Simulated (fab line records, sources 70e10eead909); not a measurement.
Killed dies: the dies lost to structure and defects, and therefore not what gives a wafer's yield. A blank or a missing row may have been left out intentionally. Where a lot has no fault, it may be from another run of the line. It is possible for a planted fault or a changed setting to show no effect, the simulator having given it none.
Struck lot and sound lot, side by side	flow nand-harc	13 steps out of a route of 1302
Sound: wafers L309.1, L309.3, L309.5. The struck wafers were L310.1, L310.2, L310.3. At the end, the cause is stated.
Order at every step that has rows: each side's tool, ch and its chambers, its first start. Under that, the readings that differ: sound wafers	struck wafers	difference of the means	sigmas: that difference in standard deviations of wafers without a fault.
alike: same words and numbers on both sides, and readings whose means sit less than 2 such deviations apart. not compared: any withheld reading, any reading some wafer has no value for, any bound like >300 that may hide the same value, and any number with overlapping values for which the record gives no deviation.
The two part at a step that has a row with sigmas, a row that says differs or no value, or rows on one side only. Non-overlapping numbers with no deviation appear without sigmas and do not part them. A reading that every wafer of one side lacks parts them only if that side has two wafers or more.

first, 2 steps without rows for these wafers: NHARC_A_ZERO_WELL_PEB_08 (peb time 80 s); NHARC_A_ZERO_WELL_DEVELOP_09 (time 50 s).
NHARC_A_ZERO_WELL_CD_MEAS_10: the cd target is 2000 nm.
  sound on cd-sem-01 ch 0, day 7 00:22; struck on cd-sem-01 ch 0, day 7 13:26
  alike: cd-nm
then, 1 step without rows for these wafers: NHARC_A_ZERO_WELL_HARDBAKE_11 (time 65 s).
NHARC_A_ZERO_WELL_DESCUM_12: chemistry O2, time 3 s.
  sound on rie-diel-05 ch 0,3, day 7 00:33; struck on rie-diel-05 ch 0,2,3, day 7 13:36
  alike: drypump-motor-current-A, mfc-ar-sccm, oes-product-au, rf-vpp-V, showerhead-plenum-p-Torr, throttle-valve-pct
  not compared: rf-hours-counter-h
NHARC_A_ZERO_WELL_ETCH_19: etches the open film in N2/H2, target depth 80 nm, overetch 24 nm, time 87.88 s.
  sound on rie-diel-05 ch 0,2,3, day 7 00:38; struck on rie-diel-05 ch 0,2,3, day 7 13:41
  alike: drypump-motor-current-A, mfc-ar-sccm, oes-product-au, rf-vpp-V, showerhead-plenum-p-Torr, throttle-valve-pct
  not compared: rf-hours-counter-h
NHARC_A_ZERO_WELL_ETCH_13: etches the open film in HBr/Cl2, target depth 120 nm, time 40.1 s.
  sound on rie-si-05 ch 0,1,2, day 7 00:46; struck on rie-si-03 ch 0,1,2, day 7 13:48
reading	sound	struck	difference	sigmas
throttle-valve-pct (%)	26.409 26.405 26.434	26.413 26.377 26.394	-0.021	-2
  alike: drypump-motor-current-A, oes-product-au
  not compared: rf-hours-counter-h
then, 4 steps without rows for these wafers: NHARC_A_ZERO_WELL_STRIP_14 (strips in SPM, time 900 s); NHARC_A_ZERO_WELL_IMPLANT_15; NHARC_A_ZERO_WELL_PRECLEAN_22 (cleans in SC1, time 60 s); NHARC_A_ZERO_WELL_SRD_23.
NHARC_A_ZERO_WELL_RTA_16: time 10 s.
  struck on rtp-anneal-02, day 7 14:50; sound on rtp-anneal-01 ch 0, day 7 01:39
  no value came back on the struck wafers for anneal-temp-c-max, lamp-power-pct (%), lamp_zone_1_pct (%), wafer_temp_C_max; on the sound wafers anneal-temp-c-max reads 1007.8 1010.1 1009.4
NHARC_A_ZERO_WELL_INSPECT_17:
  struck on defect-inspect-02, day 7 15:04; sound on defect-inspect-02, day 7 01:51
  alike: raw-defect-count

## WHERE THEY PART
First at NHARC_A_ZERO_WELL_ETCH_13; last, within this record, at NHARC_A_ZERO_WELL_RTA_16. Later steps at which nothing parts them and some readings are alike: NHARC_A_ZERO_WELL_INSPECT_17.

WHY: whatever the simulator had introduced
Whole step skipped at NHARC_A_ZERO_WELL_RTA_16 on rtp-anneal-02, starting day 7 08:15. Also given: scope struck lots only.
